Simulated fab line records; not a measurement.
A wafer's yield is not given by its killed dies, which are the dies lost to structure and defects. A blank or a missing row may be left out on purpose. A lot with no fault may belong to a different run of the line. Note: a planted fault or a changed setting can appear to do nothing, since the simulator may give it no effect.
Split-lot study -- flow n5_finfet -- 21 wafers read across 7 lots, on a route 1938 steps long

== ABOUT THE SPLIT ==
At N5_SDB_STRIP_22 (strips in N2/H2), the setting power_w was moved away from the recipe's 1000 W on 10 of the 21 wafers read, by -16.2% to +17.0%. For the rest of the wafers, this setting stayed at what the recipe calls for.

The reading is taken at the split's own step.

== THE READING ==
oes_product_au, in a.u., at N5_SDB_STRIP_22 (strips in N2/H2). Typical for fault-free wafers on this fab line: 0.715 a.u., with standard deviation 0.0045 a.u.

wafer,"tool, chamber at the split","power_w as run, W",against the recipe,"oes_product_au, a.u.",against lot-mates on the recipe
L074.1,"plasma_asher-01, 0",1161,+16.1%,0.750,+0.032
L074.5,"plasma_asher-01, 0",1000,recipe,0.714,-
L074.6,"plasma_asher-01, 1",1000,recipe,0.721,-
L075.1,"plasma_asher-01, 0",1000,recipe,0.714,-
L075.4,"plasma_asher-01, 0",1000,recipe,0.716,-
L075.5,"plasma_asher-01, 1",1000,recipe,0.709,-
L080.3,"plasma_asher-01, 0",896.7,-10.3%,0.694,-0.020
L080.4,"plasma_asher-01, 1",1000,recipe,0.714,-
L080.6,"plasma_asher-01, 0",896.7,-10.3%,0.688,-0.026
L085.2,"plasma_asher-02, 0",876.8,-12.3%,0.686,-0.019
L085.3,"plasma_asher-02, 1",1000,recipe,0.705,-
L085.6,"plasma_asher-02, 1",876.8,-12.3%,0.691,-0.014
L086.1,"plasma_asher-01, 0",938,-6.2%,0.698,-0.018
L086.2,"plasma_asher-01, 1",1000,recipe,0.720,-
L086.4,"plasma_asher-01, 0",1000,recipe,0.711,-
L088.2,"plasma_asher-01, 1",1000,recipe,0.714,-
L088.4,"plasma_asher-01, 0",1170,+17.0%,0.742,+0.028
L088.5,"plasma_asher-01, 1",1170,+17.0%,0.751,+0.037
L092.3,"plasma_asher-02, 0",837.8,-16.2%,0.678,-0.038
L092.4,"plasma_asher-02, 1",1000,recipe,0.716,-
L092.6,"plasma_asher-02, 0",837.8,-16.2%,0.671,-0.045

THE FIT
A straight line over all 21 wafers: oes_product_au changes by +0.00216 a.u. for each +1% of power_w; r = +0.98; the points scatter about the line by 0.0044 a.u.
The same after taking each lot's own level away (the mean of its wafers on the recipe; 21 wafers): +0.00206 a.u. for each +1%; r = +0.97; scatter 0.0052 a.u.
On that fit, the largest move of power_w shifts the reading by 0.035 a.u.
From 0.7050 to 0.7175 a.u.: that is the span of the lots' own levels, equal to 2.8 times the standard deviation above.
The two slopes agree, so the slope changes little with the lot-to-lot level.
Check: for one of the wafers moved furthest among these (+17.0%), held out of the fit, the line's prediction against its lot-mates is +0.0363 a.u. Against them it came out at +0.028 a.u.
Tool readings at the split's step, against how far the setting was moved: oes_product_au r = +0.98; strip_time_to_endpoint_s r = -0.99.

== THE OTHER SPLITS THESE WAFERS WENT THROUGH ==
Note: prior to the reading, these wafers also went through further splits. Each is held against what the fit with the lots' levels taken away leaves over:
other split on the same wafers,wafers away from the commonest value,r with oes_product_au (lot level and that fit taken away)
N5_WELL_APT_COAT_02 spin_rpm,7,+0.08
N5_WELL_APT_COAT_19 spin_rpm,7,-0.17
N5_WELL_APT_EXPOSE_22 dose_mj,5,+0.51
N5_DUMMY_GATE_COAT_35 spin_rpm,10,+0.02
N5_SD_EPI_N_EPI_21 time_s,7,+0.17
N5_SD_EPI_P_COAT_35 spin_rpm,4,+0.15

== THE WHOLE CHAIN: every reading that the file lists as answering this split, in the file's order ==
step,what it does,reading,change (the file's fit),r (the file's)
N5_SDB_STRIP_22,strips in N2/H2,oes_product_au,+0.00208 a.u. for each +1% of the setting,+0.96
N5_SDB_STRIP_22,strips in N2/H2,strip_time_to_endpoint_s,withheld for each +1% of the setting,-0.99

== THE FILE'S OWN FIT ==
oes_product_au changes by +0.00208 a.u. for each +1% of power_w, r = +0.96.
